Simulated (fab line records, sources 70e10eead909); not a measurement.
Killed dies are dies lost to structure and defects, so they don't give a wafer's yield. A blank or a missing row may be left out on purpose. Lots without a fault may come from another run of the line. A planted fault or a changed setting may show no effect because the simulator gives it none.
Chamber matching | flow nand_harc | NHARC_P_M0_ETCH_15 on rie_diel-09: 4 sister chambers
The step etches the open film in C4F8/Ar, target depth 150 nm, overetch 15 nm, time 82.5 s. 8 wafers are shown with their chamber, then 9 later ones without.

WAFERS WITH THEIR CHAMBER
wafer  | chamber | rf_vpp_V (V) | oes_product_au (a.u.)
L932.6 | 1       | 438.1        | 0.966
L935.4 | 3       | 443.5        | 0.957
L938.2 | 0       | 444.4        | 0.950
L938.4 | 1       | 439.6        | 0.938
L938.5 | 2       | 438.0        | 0.957
L939.1 | 3       | 443.8        | 0.968
L939.2 | 2       | 438.6        | 0.973
L939.3 | 0       | 443.5        | 0.956

WAFERS WITHOUT THEIR CHAMBER
wafer  | rf_vpp_V (V) | oes_product_au (a.u.)
L940.2 | 444.2        | 0.933
L940.5 | 438.8        | 0.921
L940.6 | 442.9        | 0.933
L944.1 | 438.2        | 0.994
L944.2 | 445.0        | 0.962
L944.4 | 437.1        | 0.974
L945.1 | 439.0        | 0.970
L945.2 | 439.2        | 0.963
L945.3 | 443.4        | 0.970

WHICH CHAMBER EACH WENT THROUGH
wafer  | from the rows above     | in truth
L940.2 | can't be placed: 0 or 3 | 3
L940.5 | can't be placed: 1 or 2 | 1
L940.6 | can't be placed: 0 or 3 | 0
L944.1 | can't be placed: 2 or 1 | 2
L944.2 | can't be placed: 0 or 3 | 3
L944.4 | can't be placed: 2 or 1 | 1
L945.1 | can't be placed: 2 or 1 | 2
L945.2 | can't be placed: 1 or 2 | 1
L945.3 | can't be placed: 3 or 0 | 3
Placed correctly: 0 of 9. Can't be placed from these rows: 9 (the true chamber is among the candidates in 9). Placed wrongly: 0.
How it was worked out, from the rows above alone: a wafer's distance from a chamber is the root of the sum, over the readings, of the square of ((its reading less the chamber's mean) divided by the reading's scatter). The wafer belongs to the nearest chamber; if the next one is less than 2 further off, it can't be placed. A chamber's mean is the mean of its shown wafers. The scatter: the root of (the sum of the squares of (reading less its chamber's mean) over the shown wafers, divided by (wafers less chambers)).
